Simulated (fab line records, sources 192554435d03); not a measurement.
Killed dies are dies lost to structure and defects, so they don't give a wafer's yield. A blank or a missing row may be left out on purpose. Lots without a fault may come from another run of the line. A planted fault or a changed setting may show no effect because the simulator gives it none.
Which tool did it? | flow n5_finfet | 9 lots, 27 wafers sampled, at 2 steps of a route of 1938

WHAT THE GAUGES READ, wafer by wafer
N5_BEOL_M4_RC_MEAS_101.
lot  | measured     | on        | DIBL_N (mV/V)  | DIBL_P (mV/V)  | IOFF_N (nA/um) | IOFF_P (nA/um) | ION_N (uA/um) | ION_P (uA/um) | SS_N (mV/dec)  | SS_P (mV/dec)  | VT_N (mV)   | VT_P (mV)
L145 | day 7 22:33  | prober-02 | 33.8 35.2 33.9 | 32.6 34.7 32.7 | 0.12 0.15 0.13 | 0.15 0.20 0.16 | 655 672 659   | 446 457 447   | 71.0 71.0 70.7 | 72.9 73.3 71.9 | 253 248 253 | -257 -250 -255
L146 | day 8 08:12  | prober-01 | 37.0 34.9 37.0 | 37.2 34.1 35.9 | 0.18 0.14 0.17 | 0.21 0.16 0.19 | 689 662 683   | 466 451 453   | 71.7 70.4 71.9 | 73.5 72.6 73.4 | 244 251 248 | -254 -255 -254
L155 | day 10 20:40 | prober-01 | 36.4 38.2 37.4 | 35.0 36.7 35.6 | 0.18 0.20 0.20 | 0.20 0.22 0.21 | 679 675 672   | 454 452 452   | 71.9 72.8 71.6 | 72.7 73.5 73.1 | 246 248 246 | -252 -250 -252
L157 | day 11 03:25 | prober-01 | 36.8 37.6 34.3 | 35.4 35.9 33.2 | 0.17 0.19 0.14 | 0.22 0.24 0.20 | 663 664 667   | 456 454 457   | 71.9 72.6 71.6 | 73.8 73.5 72.9 | 250 248 250 | -248 -249 -249
L160 | day 12 01:16 | prober-01 | 38.7 36.5 37.8 | 39.2 36.5 38.0 | 0.20 0.16 0.18 | 0.24 0.19 0.21 | 682 671 691   | 463 458 462   | 71.7 71.4 71.4 | 74.4 73.7 73.2 | 247 250 250 | -250 -252 -254
L161 | day 12 07:37 | prober-01 | 36.3 35.7 38.1 | 36.7 34.7 38.7 | 0.15 0.13 0.18 | 0.20 0.17 0.23 | 667 663 690   | 456 460 463   | 71.2 70.9 71.9 | 72.9 72.3 73.2 | 251 252 249 | -250 -252 -249
L163 | day 12 13:29 | prober-02 | 38.7 35.6 38.0 | 39.5 35.4 37.7 | 0.19 0.13 0.17 | 0.25 0.19 0.22 | 680 669 669   | 469 461 460   | 71.8 71.8 72.6 | 73.7 73.0 73.1 | 247 253 249 | -249 -252 -249
L167 | day 14 00:46 | prober-02 | 36.9 38.9 35.3 | 37.0 39.9 35.8 | 0.17 0.21 0.16 | 0.25 0.29 0.22 | 673 687 683   | 465 476 472   | 71.8 72.7 71.2 | 73.1 73.8 72.8 | 247 247 250 | -246 -243 -248
L168 | day 14 23:12 | prober-01 | 37.0 40.1 38.5 | 35.4 39.8 38.1 | 0.15 0.20 0.18 | 0.20 0.28 0.25 | 662 673 667   | 456 465 461   | 72.7 72.6 71.9 | 72.6 74.4 73.8 | 253 251 248 | -251 -245 -247

N5_BEOL_M11_CD_MEAS_28: target cd 70 nm.
lot  | measured     | on        | cd_nm (nm)
L145 | day 10 11:19 | cd_sem-02 | 68.4 70.6 67.8
L146 | day 10 18:53 | cd_sem-01 | 70.0 70.0 68.6
L155 | day 13 06:54 | cd_sem-03 | 70.2 70.9 70.7
L157 | day 13 19:32 | cd_sem-02 | 70.3 68.4 69.3
L160 | day 14 16:43 | cd_sem-01 | 68.8 71.5 68.8
L161 | day 15 03:31 | cd_sem-03 | 67.9 69.0 68.6
L163 | day 15 10:09 | cd_sem-01 | 68.6 70.1 69.2
L167 | day 16 10:01 | cd_sem-01 | 68.9 70.1 69.1
L168 | day 17 10:03 | cd_sem-02 | 69.4 70.7 70.4

WHICH TOOL RAN EACH LOT (tool, then ch and the chambers of the sampled wafers, then the start)
The record holds no process step before these readings.

WHAT THE TOOLS THEMSELVES READ (means of the sampled wafers that have a number; where no wafer has one, the mark that the record gives instead)
The record holds no such reading with a usual standard deviation.

THE ANSWER, worked out from the rows above alone
Rule: what is usual is taken from the lots themselves. Put in order of their means at a reading, lots are off if they are a third of the lots or fewer, leave a main group of 4 or more, and stand apart from it by a gap of 3 or more times the standard deviation of the main group's means; of several such gaps the widest counts. A main group whose means are all the same, to the digits that the tables above print for the reading, isn't used. A lot without any number at a reading at which 4 lots or more have one is off too. The other lots that the step has rows for count as sound. The gauges are gone through in route order, then the tools' own readings, and for those a lot's mean is taken as printed above. The first step at which some lot is off is used, and at that step the reading that is off furthest; a lot without a number counts as furthest.
No lot is off at any reading shown: from this, nothing can be told.

WHAT THE SIMULATOR HAD PUT IN
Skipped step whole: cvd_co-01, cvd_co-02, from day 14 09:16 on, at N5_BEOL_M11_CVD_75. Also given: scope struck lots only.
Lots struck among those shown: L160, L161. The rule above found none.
